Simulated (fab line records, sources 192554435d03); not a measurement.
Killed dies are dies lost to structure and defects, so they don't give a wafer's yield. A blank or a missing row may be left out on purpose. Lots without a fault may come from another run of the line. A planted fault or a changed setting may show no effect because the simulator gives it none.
Problem report in the 8D (eight disciplines) form, filled by code | flow n5_finfet | the parts of the form that need people (team, actions taken, sign-off) are left out

1. THE PROBLEM
killed_at_M0_to_M3 at N5_PASSIVATION_PROBE_49 reads a mean of 172 on 2 wafers of 2 lots; wafers without a fault read 34 with a standard deviation of 10. That is +14 standard deviations from the usual mean.
First seen on wafer L224.4, day 16 23:21, on prober-02. The record holds 14 wafers of 5 lots with a number at this step. Rule for "out", or "out of limits": more than 4 standard deviations from the usual mean. The other wafers with a number count as sound.

2. WHAT IT IS AND WHAT IT IS NOT
question                    | is                                                                                                                     | is not
which readings at this step | killed_at_M0_to_M3, defect_limited_yield, killed_dies, killed_on_rim, sort_bin_5_function, sort_n_pass, sort_yield_pct | killed_at_contacts, killed_at_front_end, killed_at_other, killed_open, killed_short, sort_bin_6_memory
which lots                  | L224, L225                                                                                                             | L223, L230, L235
which wafers of those lots  | L224.4, L225.2                                                                                                         | L224.1, L224.2, L225.3, L225.5
read on which tools         | prober-02                                                                                                              | prober-01
when                        | from day 16 23:21                                                                                                      | up to then (4 sound wafers); but 8 sound wafers of L225, L230, L235 came after

3. SUSPECTS, AND WHAT RULES EACH OUT
Counting: a tool at a process step up to the reading stays a suspect if it ran every lot that is out. Sound lots after the first of them don't rule it out here, since some wafers of a struck lot are sound.
- pvd_sputter-02 at N5_BEOL_M2_SPUTTER_96 (material Cu, target thk 4.5 nm, time 8.29 s): kept. It ran every lot that is out, first L224 (day 10 09:45); its last sound lot up to then is L223 (day 10 00:06).
- rie_diel-04 at N5_PASSIVATION_PASS_ETCH_74 (etches SiNx in CF4/O2, target depth 220 nm, time 110 s): kept. It ran every lot that is out, first L224 (day 16 16:37).
- prober-02 at N5_PASSIVATION_PROBE_49: kept. It ran every lot that is out, first L224 (day 16 23:12). Its own readings are out on those wafers: defect_limited_yield, killed_at_M0_to_M3, killed_dies, killed_on_rim, sort_bin_5_function, sort_n_pass, sort_yield_pct.
Left after counting: pvd_sputter-02 at N5_BEOL_M2_SPUTTER_96, rie_diel-04 at N5_PASSIVATION_PASS_ETCH_74, prober-02 at N5_PASSIVATION_PROBE_49.

4. THE CAUSE (what the simulator had put in)
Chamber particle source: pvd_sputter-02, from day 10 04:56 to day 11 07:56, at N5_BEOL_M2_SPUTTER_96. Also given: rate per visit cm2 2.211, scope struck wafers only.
Counting left 3 suspects, and this tool is among them.

5. THE CHAIN OF EFFECTS, in route order
Each row: a reading whose mean over the struck wafers that have a number lies more than 3 standard deviations from the usual. Only readings for which the record gives a usual standard deviation are gone through. hours: the time from each lot's start at the first step in this table that gives one to its start at this step, as a median over the lots. sigmas: the change in usual standard deviations.
hours | step                    | reading              | usual  | on struck wafers | change | sigmas
0     | N5_PASSIVATION_PROBE_49 | defect_limited_yield | 91.1 % | 78.8             | -12.2  | -8.7
0     | N5_PASSIVATION_PROBE_49 | killed_at_M0_to_M3   | 34     | 172              | +138   | +14
0     | N5_PASSIVATION_PROBE_49 | killed_dies          | 105    | 250              | +144   | +8.5
0     | N5_PASSIVATION_PROBE_49 | killed_on_rim        | 13     | 28               | +15    | +4.1
0     | N5_PASSIVATION_PROBE_49 | sort_bin_5_function  | 5.3 %  | 12.8             | +7.5   | +7.7
0     | N5_PASSIVATION_PROBE_49 | sort_n_pass          | 1075   | 930              | -144   | -8.5
0     | N5_PASSIVATION_PROBE_49 | sort_yield_pct       | 91.1 % | 78.8             | -12.2  | -8.7
The process steps in it:
- N5_PASSIVATION_PROBE_49

6. WHAT WOULD HAVE CAUGHT IT SOONER
In this record the first reading out of limits was taken at day 16 23:21, 162 hours after the fault began at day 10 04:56.
Of the tool readings at N5_BEOL_M2_SPUTTER_96 for which the record gives a usual standard deviation, none was out on any struck wafer, so an alarm limit of 4 standard deviations on them would not have fired.
All the lots that are out (2) had begun N5_BEOL_M2_SPUTTER_96 on pvd_sputter-02 by day 16 23:21. A hold on the tool at that time would have spared none of them.
